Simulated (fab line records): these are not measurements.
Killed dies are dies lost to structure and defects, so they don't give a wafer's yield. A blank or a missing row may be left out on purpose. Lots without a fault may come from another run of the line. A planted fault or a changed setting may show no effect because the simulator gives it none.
A lot that was struck, set against a sound lot | flow n5Finfet | 36 out of 1938 route steps
Sound: these wafers, L994.2, L994.4, L994.6. Struck: wafer L989.4 (L989.2, L989.5, from the same lot, were not struck and are left out); the cause is given at the end.
Order at every step that has rows: each side's tool, ch and its chambers, its first start. Under that, the readings that differ: sound wafers | struck wafers | difference of the means | sigmas: that difference in standard deviations of wafers without a fault.
alike: readings whose means differ by less than 2 such deviations, and words and numbers that are the same on both sides. not compared: withheld readings, readings that some wafer has no value for, bounds like >300 that may hide the same value, and numbers for which the record gives no deviation and whose values overlap.
The two part at a step that has a row with sigmas, a row that says differs or no value, or rows on one side only. When numbers do not overlap yet have no deviation, they are printed without sigmas and do not part them. Lack of a reading on every wafer of one side parts them only where that side has two or more wafers.

first, 8 steps without rows for these wafers: N5_BEOL_M2_ECD_50 (material Cu, target thk 300 nm); N5_BEOL_M2_ANNEAL_51 (time 90 s); N5_BEOL_M2_CMP_52 (polishes, stops on SiOC, t overpolish 6.8 s, target thk 40 nm); N5_BEOL_M2_PRE_CLEAN_60 (time 15 s); N5_BEOL_M2_CO_CAP_55 (material Co, precursor CCTBA/H2, target thk 2 nm, time 102.1 s); N5_BEOL_M2_PRE_CLEAN_56 (time 15 s); N5_BEOL_M2_DEP_57 (deposits SiCN from 3MS/NH3, target thk 8 nm, time 14 s); N5_BEOL_M3_ILD_DEP_00 (deposits SiOC from DEMS/O2, target thk 79 nm, time 15.3 s).
N5_BEOL_M3_PECVD_72: deposits SiO2 from TEOS/O2, target thk 16 nm, time 18 s.
  sound on pecvd-02 ch 1,2, day 12 20:16; struck on pecvd-04 ch 1, day 11 11:49
reading                                   | sound                | struck | difference | sigmas
susceptorTempC (C)                        | 399.86 399.99 399.92 | 386.81 | -13.11     | -60
model.SiO2_of_BEOL_M3_PECVD_72.thkNm (nm) | 16 16.2 16.2         | 17.4   | +1.3       | 
  alike: heaterPowerOuterW, heaterPowerW, rfFwdPowerW, showerheadPlenumPTorr, throttleValvePct
then, 25 steps without rows for these wafers: N5_BEOL_M3_HM_DEP_02 (deposits TiN, target thk 20 nm); N5_BEOL_M3_COAT_61 (time 60 s, resist thk 60 nm); N5_BEOL_M3_COAT_62 (time 60 s, resist thk 12 nm); N5_BEOL_M3_COAT_73 (time 60 s, resist thk 5 nm); N5_BEOL_M3_COAT_05 (resist thk 30 nm); N5_BEOL_M3_EBR_07; N5_BEOL_M3_SOFTBAKE_06 (time 60 s); N5_BEOL_M3_EXPOSE_08 (exposes mask M3); N5_BEOL_M3_PEB_09 (peb time 60 s); N5_BEOL_M3_DEVELOP_10 (develop time 30 s); N5_BEOL_M3_DESCUM_16 (chemistry O2, time 7 s); N5_BEOL_M3_ETCH_74 (etches underlayer in N2/H2, target depth 6.5 nm, time 5.2 s); N5_BEOL_M3_ETCH_63 (etches SiARC in CF4, target depth 15.6 nm, time 26 s); N5_BEOL_M3_ETCH_64 (etches SOC in N2/H2, target depth 75 nm, overetch 15 nm, time 112.5 s); N5_BEOL_M3_STRIP_65 (strips in N2/H2); N5_BEOL_M3_STRIP_75 (strips in N2/H2); N5_BEOL_M3_STRIP_66 (strips in CF4); N5_BEOL_M3_HM_OPEN_17 (chemistry Cl2/BCl3, target TiN, target depth 20 nm, overetch 6 nm); N5_BEOL_M3_STRIP_19 (strips in O2); N5_BEOL_M3_COAT_67 (time 60 s, resist thk 60 nm); N5_BEOL_M3_COAT_68 (time 60 s, resist thk 12 nm); N5_BEOL_M3_COAT_76 (time 60 s, resist thk 5 nm); N5_BEOL_M3_COAT_22 (resist thk 30 nm); N5_BEOL_M3_EBR_24; N5_BEOL_M3_SOFTBAKE_23 (time 60 s).
N5_BEOL_M3_HM_STRIP_39: strips TiN in peroxide tin strip, target depth 25 nm, time 158 s.
  sound on wetBench-03 ch 2,6,7, day 13 13:50; struck on wetBench-05 ch 3, day 11 20:32
reading                                   | sound      | struck | difference | sigmas
model.SiO2_of_BEOL_M3_PECVD_72.thkNm (nm) | 16 16.2 16 | 17.4   | +1.3       | 
N5_BEOL_M4_RC_MEAS_101:
  sound on prober-01 ch 0, day 14 09:36; struck on prober-01 ch 0, day 12 10:13
reading       | sound          | struck | difference | sigmas
DIBL_P (mV/V) | 37.9 35.0 36.5 | 40.7   | +4.2       | +2
SS_N (mV/dec) | 71.6 71.3 71.3 | 72.7   | +1.3       | +2
  alike: DIBL_N, IOFF_N, IOFF_P, ION_N, ION_P, SS_P, VT_N, VT_P

## WHERE THEY PART
Last at N5_BEOL_M4_RC_MEAS_101 as far as this record goes, first at N5_BEOL_M3_PECVD_72.

WHY: what had been put in by the simulator
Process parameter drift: pecvd-04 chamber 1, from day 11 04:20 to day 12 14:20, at N5_BEOL_M3_PECVD_72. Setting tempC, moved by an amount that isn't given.
